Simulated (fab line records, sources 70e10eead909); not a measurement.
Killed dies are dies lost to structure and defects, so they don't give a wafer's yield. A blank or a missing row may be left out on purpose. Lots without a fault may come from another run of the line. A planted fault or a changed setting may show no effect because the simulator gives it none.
Chamber matching | flow nand_harc | NHARC_A_STAIRCASE_DESCUM_219 on rie_diel-08: 4 sister chambers
The step chemistry O2, time 3 s. 4 wafers are shown with their chamber, then 7 later ones without.

WAFERS WITH THEIR CHAMBER
wafer  | chamber | drypump_motor_current_A (A)
L080.5 | 0       | 5.5
L087.2 | 3       | 5.9
L094.2 | 2       | 6.2
L094.5 | 1       | 5.6

WAFERS WITHOUT THEIR CHAMBER
wafer  | drypump_motor_current_A (A)
L094.6 | 5.4
L095.1 | 6.2
L095.2 | 5.9
L095.6 | 5.5
L097.1 | 5.9
L097.3 | 5.7
L097.4 | 5.5

WHICH CHAMBER EACH WENT THROUGH
wafer  | from the rows above          | in truth
L094.6 | can't be placed: 0 or 1      | 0
L095.1 | 2                            | 2
L095.2 | 3                            | 3
L095.6 | can't be placed: 0 or 1      | 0
L097.1 | 3                            | 3
L097.3 | can't be placed: 1 or 0 or 3 | 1
L097.4 | can't be placed: 0 or 1      | 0
Placed correctly: 3 of 7. Can't be placed from these rows: 4 (the true chamber is among the candidates in 4). Placed wrongly: 0.
How it was worked out, from the rows above alone: a wafer's distance from a chamber is the root of the sum, over the readings, of the square of ((its reading less the chamber's mean) divided by the reading's scatter). The wafer belongs to the nearest chamber; if the next one is less than 2 further off, it can't be placed. A chamber's mean is the mean of its shown wafers. The scatter: with one shown wafer a chamber, the root of the mean of the squares of how far each hidden wafer lies from its nearest shown one.
